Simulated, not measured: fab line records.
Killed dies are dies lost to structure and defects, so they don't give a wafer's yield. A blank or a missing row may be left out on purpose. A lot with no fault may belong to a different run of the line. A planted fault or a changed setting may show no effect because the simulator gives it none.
fab line records	flow nand-harc
[record] lots = 13	wafers = 39	last-day = 33
route steps=1302 shown P_M2@349 THIN_TSV@1268 END@1302
lots that met no fault: from a run of the same line without faults
start-h: hours from the record's first day to the start of the lot's first wafer shown	wait-h: time in hours since the lot's previous step	" unchanged from the row above	L1.1+2: a single row standing in for several wafers	- either no value or no given start	* or withheld: withheld	< > ~ a bound
route shown NAME@n: names a module that has steps shown in the file, with the first one's number in the route	usual: mean and standard deviation over wafers with no fault	same: alike in all rows	chamber/n: place in a boat	sites: per-site readings	_std_site: how widely they spread, as a standard deviation	_edge_site: the outer-site mean with the inner-site mean subtracted	radius-mm: for every site, how far away it sits from the centre of the wafer	mask NAME#n: copy n	behind: the most recent tool/chamber to have shaped the wafer	hold: reason for holding the lot/hours on hold/outcome of the hold	device: the transistor (n, p or np) that didn't switch	end of line: the tests these same wafers got at the end of their route	a step with no rows: only its recipe	killed: dies that structure and defects cost at the first sort, which is not the same as the wafer's yield	map: dies across one wafer; x = killed, . = not, _ = none there
set.NAME: the setting the step ran with; set.NAME@STEP: the setting that earlier step ran with	model.NAME: the simulator's own value behind a step, which no gauge read
one table for each step of the route and one row for each wafer, over a sample of lots
services: from which hour (start-h, from the record's first day; less than 0 if before it) a tool's chamber was out of use, for how many hours, and why
[[steps]]
[step NHARC_P_M2_PRE_CLEAN_32]
[recipe] time-s = 12	temp-c = 370	rf-power-w = 300	gas = NH3
[usual] heater-power-w = 613/86	rf-fwd-power-W = 292.6/0.95
lot.wafer	tool	chamber	start-h	wait-h	heater-power-w	rf-fwd-power-W	since-wet-clean-h
L706.2	pecvd-03	2	139.26	0.1	544	292.9	122
L706.1	"	0	"	"	713	293.3	122
L706.6	"	0	"	"	749	291.5	-
L707.3	pecvd-02	2	145.21	0.2	455	293.7	86
L707.2	"	0	"	"	614	292.4	86
L707.4	"	2	"	"	472	292.0	-
L708.1	pecvd-02	0	149.89	0.1	682	294.8	91
L708.2	"	2	"	"	461	293.6	91
L708.5	"	1	"	"	601	292.2	-
L709.2	pecvd-04	2	166.80	0.1	536	293.1	65
L709.4	"	1	"	"	511	291.9	-
L709.6	"	2	"	"	531	292.1	-
L710.2	pecvd-02	2	175.22	0.1	493	293.2	116
L710.3	"	1	"	"	594	294.3	116
L710.6	"	2	"	"	485	294.0	-
L711.1	pecvd-03	0	179.92	0.1	701	293.2	163
L711.2	"	1	"	"	584	291.3	163
L711.5	"	1	"	"	606	291.0	-
L712.3	pecvd-02	0	195.77	0.1	627	293.4	136
L712.6	"	1	"	"	614	293.6	-
L712.5	"	2	"	"	484	292.1	-
L713.1	pecvd-04	0	197.38	0.3	696	292.6	96
L713.3	"	1	"	"	569	292.7	96
L713.6	"	1	"	"	583	293.0	-
L715.1	pecvd-04	1	221.42	0.1	560	292.4	120
L715.2	"	2	"	"	530	292.5	120
L715.5	"	0	"	"	657	291.9	-
L716.3	pecvd-04	1	235.30	0.1	525	291.4	134
L716.6	"	1	"	"	525	291.7	-
L716.5	"	2	"	"	528	291.2	-
L717.3	pecvd-03	1	238.10	0.1	690	292.0	40
L717.5	"	1	"	"	689	291.9	-
L717.6	"	2	"	"	550	291.6	-
L724.1	pecvd-04	2	314.47	0.1	573	294.5	32
L724.5	"	2	"	"	579	293.2	-
L724.6	"	0	"	"	707	291.8	-
L728.1	pecvd-02	0	347.95	0.1	614	293.4	108
L728.4	"	0	"	"	624	293.2	-
L728.3	"	1	"	"	583	291.5	-
[step NHARC_THIN_TSV_ETCHBACK_48]
[recipe] target-depth-a = 10285	over-etch-frac = 0.3	time-s = 405.17	ion-energy-ev = 250	c4f8-flow-sccm = withheld	ar-flow-sccm = withheld	rf-w = 600	bias-w = 300	chemistry = C4F8/Ar
[usual] oes-product-au = 0.94/0.032	rf-fwd-power-W = 598.7/1.6	rf-vpp-V = 547/3.5
[same] over-etch-frac = 0.3
lot.wafer	tool	chamber	start-h	wait-h	oes-product-au	rf-fwd-power-W	rf-hours-counter-h	rf-vpp-V
L706.2	rie-diel-06	3	563.09	-	0.91	599.4	3.9	553
L706.1	"	0	"	"	0.92	598.8	4.4	550
L706.6	"	0	"	"	0.92	597.8	-	551
L707.3	rie-diel-02	2	564.23	-	0.92	597.0	8.7	545
L707.2	"	3	"	"	0.94	599.5	8.4	546
L707.4	"	0	"	"	0.92	599.2	8.6	542
L709.4	rie-diel-02	3	567.95	-	0.94	597.7	8.5	547
L709.2	"	2	"	"	0.93	599.8	9.0	545
L709.6	"	3	"	"	0.93	601.2	-	545
L708.1	rie-diel-06	3	569.07	-	0.92	597.9	5.0	552
L708.2	"	1	"	"	0.93	599.1	5.0	543
L708.5	"	2	"	"	0.91	599.3	-	548
L710.2	rie-diel-06	3	594.50	-	0.91	596.4	7.0	552
L710.3	"	0	"	"	0.92	597.6	6.9	552
L710.6	"	2	"	"	0.92	598.0	-	548
L711.2	rie-diel-01	1	595.37	0.4	0.92	599.7	1.5	549
L711.1	"	0	"	"	0.92	600.8	1.4	543
L711.5	"	1	"	"	0.92	597.9	-	549
L713.1	rie-diel-02	1	606.22	-	0.98	595.6	1.8	546
L713.3	"	2	"	"	0.99	599.4	1.7	546
L713.6	"	0	"	"	1.00	594.4	-	543
L712.3	rie-diel-01	2	607.34	-	0.92	600.1	2.3	547
L712.6	"	0	"	"	0.92	596.2	-	541
L712.5	"	1	"	"	0.92	599.6	-	548
L716.3	rie-diel-02	3	642.34	-	0.92	599.9	4.4	547
L716.5	"	2	"	"	0.93	598.8	-	544
L716.6	"	3	"	"	0.92	600.4	-	546
L715.1	rie-diel-02	0	648.38	-	1.00	598.2	4.5	543
L715.2	"	2	"	"	1.00	597.9	5.1	545
L715.5	"	1	"	"	1.00	597.2	-	545
L717.3	rie-diel-06	2	656.73	-	0.99	599.2	10.6	547
L717.5	"	2	"	"	1.00	597.8	-	545
L717.6	"	3	"	"	0.99	599.4	-	554
L724.1	rie-diel-01	3	732.81	-	0.92	596.5	8.4	550
L724.6	"	0	"	"	0.94	598.1	-	542
L724.5	"	1	"	"	0.92	597.2	-	549
L728.1	rie-diel-02	3	772.23	0.4	1.00	599.1	3.5	546
L728.3	"	0	"	"	1.01	597.2	3.1	542
L728.4	"	1	"	"	0.98	599.4	2.6	545
[step NHARC_THIN_TSV_PVD_19]
[recipe] target-thk-a = 200	chamber-pressure-pa = 5	material = TaN
[usual] throttle-valve-pct = 30.4/0.98
lot.wafer	tool	chamber	start-h	wait-h	throttle-valve-pct
L706.1	pvd-sputter-01	-	-	-	29.6
L706.2	"	-	"	"	32.2
L706.6	"	-	"	"	29.7
L707.3	pvd-sputter-01	-	-	-	29.5
L707.2	"	-	"	"	32.0
L707.4	"	-	"	"	30.6
L709.4	pvd-sputter-01	-	-	-	32.2
L709.2	"	-	"	"	29.0
L709.6	"	-	"	"	30.5
L708.1	pvd-sputter-01	-	-	-	32.3
L708.2	"	-	"	"	29.5
L708.5	"	-	"	"	32.2
L710.2	pvd-sputter-01	-	-	-	28.7
L710.3	"	-	"	"	31.9
L710.6	"	-	"	"	31.7
L711.2	pvd-sputter-03	-	-	-	29.5
L711.1	"	-	"	"	30.5
L711.5	"	-	"	"	29.3
L713.3	pvd-sputter-02	-	-	-	30.2
L713.1	"	-	"	"	30.4
L713.6	"	-	"	"	30.3
L712.3	pvd-sputter-02	-	-	-	30.5
L712.5	"	-	"	"	30.6
L712.6	"	-	"	"	30.2
L716.3	pvd-sputter-01	-	-	-	31.3
L716.5	"	-	"	"	28.8
L716.6	"	-	"	"	31.9
L715.1	pvd-sputter-01	-	-	-	30.1
L715.2	"	-	"	"	28.7
L715.5	"	-	"	"	31.9
L717.3	pvd-sputter-01	-	-	-	29.1
L717.6	"	-	"	"	32.2
L717.5	"	-	"	"	31.1
L724.1	pvd-sputter-01	-	-	-	30.8
L724.6	"	-	"	"	30.3
L724.5	"	-	"	"	28.9
L728.1	pvd-sputter-02	-	-	-	30.0
L728.4	"	-	"	"	31.1
L728.3	"	-	"	"	30.8
[step NHARC_THIN_TSV_PVD_51]
[recipe] target-thk-a = 1000	chamber-pressure-pa = 5	material = Cu
[usual] throttle-valve-pct = 30.4/0.97
lot.wafer	tool	chamber	start-h	wait-h	throttle-valve-pct
L706.1	pvd-sputter-01	-	-	-	29.3
L706.2	"	-	"	"	30.8
L706.6	"	-	"	"	30.1
L707.3	pvd-sputter-01	-	-	-	30.8
L707.2	"	-	"	"	29.4
L707.4	"	-	"	"	32.0
L709.2	pvd-sputter-01	-	-	-	30.1
L709.4	"	-	"	"	29.2
L709.6	"	-	"	"	32.3
L708.2	pvd-sputter-01	-	-	-	29.8
L708.1	"	-	"	"	29.3
L708.5	"	-	"	"	30.6
L710.3	pvd-sputter-01	-	-	-	31.1
L710.2	"	-	"	"	28.8
L710.6	"	-	"	"	31.0
L711.1	pvd-sputter-03	-	-	-	28.5
L711.2	"	-	"	"	29.6
L711.5	"	-	"	"	29.6
L713.1	pvd-sputter-02	-	-	-	31.0
L713.3	"	-	"	"	30.5
L713.6	"	-	"	"	30.0
L712.3	pvd-sputter-02	-	-	-	30.4
L712.6	"	-	"	"	30.4
L712.5	"	-	"	"	29.9
L716.3	pvd-sputter-01	-	-	-	28.6
L716.6	"	-	"	"	31.5
L716.5	"	-	"	"	30.3
L715.1	pvd-sputter-01	-	-	-	28.7
L715.2	"	-	"	"	31.8
L715.5	"	-	"	"	30.0
L717.3	pvd-sputter-01	-	-	-	31.2
L717.6	"	-	"	"	28.7
L717.5	"	-	"	"	31.9
L724.1	pvd-sputter-01	-	-	-	31.9
L724.5	"	-	"	"	30.9
L724.6	"	-	"	"	30.2
L728.4	pvd-sputter-02	-	-	-	30.5
L728.3	"	-	"	"	30.8
L728.1	"	-	"	"	30.8
[step NHARC_END_SORT_01]
[recipe] temp-c = 25
[usual] defect-limited-yield = 91.1/2.9	killed-at-array = 55/20	killed-at-other = 0.7/0.96	killed-at-periphery = 4.1/2.4	killed-dies = 60/20	killed-open = 3.3/1.9	killed-short = 2.8/1.6
[same] gross-dies = 677
lot.wafer	tool	chamber	start-h	wait-h	defect-limited-yield[%]	killed-at-array	killed-at-other	killed-at-periphery	killed-dies	killed-open	killed-short
L717.3	prober-02	0	672.80	3.1	93.9	35	0	6	41	1	2
L717.5	prober-02	0	674.39	3.7	93.6	33	3	7	43	3	1
L717.6	prober-02	0	675.18	4.0	93.8	35	2	5	42	7	6
L724.1	prober-01	0	748.13	2.5	75.8	93	0	71	164	3	3
L724.5	prober-01	0	751.34	3.7	76.2	83	0	78	161	1	0
L724.6	prober-01	0	752.14	4.0	75.8	95	0	69	164	3	4
// killed by level:class
L717.3 A_CHANNEL_HOLE_D2:chamber-film-flake=16 A_CONTACT:chamber-film-flake=5 A_CHANNEL_HOLE_D1:chamber-film-flake=4 A_DECK1_JOINT:chamber-film-flake=3 P_M2:chamber-film-flake=2 A_M1:chamber-film-flake=2 A_ONON_D1:geometric-particle:short=1 A_CHANNEL_HOLE_D1:geometric-particle:open=1
L717.5 A_CHANNEL_HOLE_D2:chamber-film-flake=17 A_CHANNEL_HOLE_D1:chamber-film-flake=4 A_SLIT:chamber-film-flake=4 A_M1:chamber-film-flake=4 THIN_TSV:chamber-film-flake=3 P_CONTACT:geometric-particle:open=2 P_BONDPAD:chamber-film-flake=2 A_ONON_D1:geometric-particle:open=1
L717.6 A_CHANNEL_HOLE_D2:chamber-film-flake=12 A_CHANNEL_HOLE_D1:chamber-film-flake=6 A_SLIT:chamber-film-flake=4 A_CONTACT:chamber-film-flake=3 P_M0:geometric-particle:short=2 A_CHANNEL_FILL_D2:geometric-particle:open=2 THIN_TSV:chamber-film-flake=2 P_GATE:geometric-particle:short=1
L724.1 P_M2:unspecified=70 A_SLIT:chamber-film-flake=30 A_CHANNEL_HOLE_D1:chamber-film-flake=27 A_CHANNEL_HOLE_D2:chamber-film-flake=21 A_CONTACT:chamber-film-flake=5 A_M0:geometric-particle:short=2 A_STAIRCASE:chamber-film-flake=2 A_CHANNEL_FILL_D1:geometric-particle:open=1
L724.5 P_M2:unspecified=78 A_CHANNEL_HOLE_D1:chamber-film-flake=30 A_SLIT:chamber-film-flake=25 A_CHANNEL_HOLE_D2:chamber-film-flake=23 A_CONTACT:chamber-film-flake=3 A_SGD_CUT:geometric-particle:open=1 A_STAIRCASE:chamber-film-flake=1
L724.6 P_M2:unspecified=68 A_CHANNEL_HOLE_D2:chamber-film-flake=29 A_CHANNEL_HOLE_D1:chamber-film-flake=26 A_SLIT:chamber-film-flake=25 A_CONTACT:chamber-film-flake=9 A_M0:geometric-particle:short=2 P_GATE:geometric-particle:open=1 A_ONON_D1:geometric-particle:open=1
[[services]]
tool	chamber	start-h	hours	kind
pvd-sputter-01	-	141.20	0.8	repair
rie-diel-02	3	172.30	6.0	repair
rie-diel-02	-	216.82	9.0	pm
pvd-sputter-01	-	226.00	10.0	pm
rie-diel-02	2	261.66	1.5	repair
pvd-sputter-02	-	273.81	3.4	repair
pvd-sputter-01	-	275.33	1.6	repair
pvd-sputter-02	-	282.00	10.0	pm
pvd-sputter-02	-	364.05	2.9	repair
pvd-sputter-01	-	384.47	2.6	repair
rie-diel-02	-	393.82	9.0	pm
pvd-sputter-01	-	404.00	10.0	pm
rie-diel-02	-	404.86	1.4	repair
pvd-sputter-02	-	460.00	10.0	pm
pvd-sputter-01	-	476.75	3.5	repair
rie-diel-02	1	510.46	5.9	repair
rie-diel-02	3	525.57	4.5	repair
pvd-sputter-01	-	530.60	2.3	repair
pvd-sputter-01	-	535.65	0.8	repair
rie-diel-02	-	570.82	9.0	pm
pvd-sputter-01	-	582.00	10.0	pm
pvd-sputter-01	-	606.46	3.1	repair
pvd-sputter-01	-	667.06	2.0	repair
pvd-sputter-01	-	760.00	10.0	pm
[[key]]
[first-sign] step = NHARC_END_SORT_01	reading = killed-at-periphery	direction = up	sigmas = 28	usual = 4.1	struck = 72.7
[effect] step = NHARC_END_SORT_01	reading = killed-dies	direction = up	sigmas = 5.2	usual = 60	struck = 163
[more-kills-born-at] NHARC_P_M2_PRE_CLEAN_32@pecvd-04 = 216
met-at NHARC_P_M2_PRE_CLEAN_32
struck-lots L724
not-acting-at NHARC_THIN_TSV_ETCHBACK_48,NHARC_THIN_TSV_PVD_19,NHARC_THIN_TSV_PVD_51
onset-between 235.30 314.47
[fault] kind = chamber-particle-source	tool = pecvd-04	chamber = -	onset-h = 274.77	steps = NHARC_P_M2_PRE_CLEAN_32	rate-per-visit-cm2 = 0.48969	end-h = 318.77
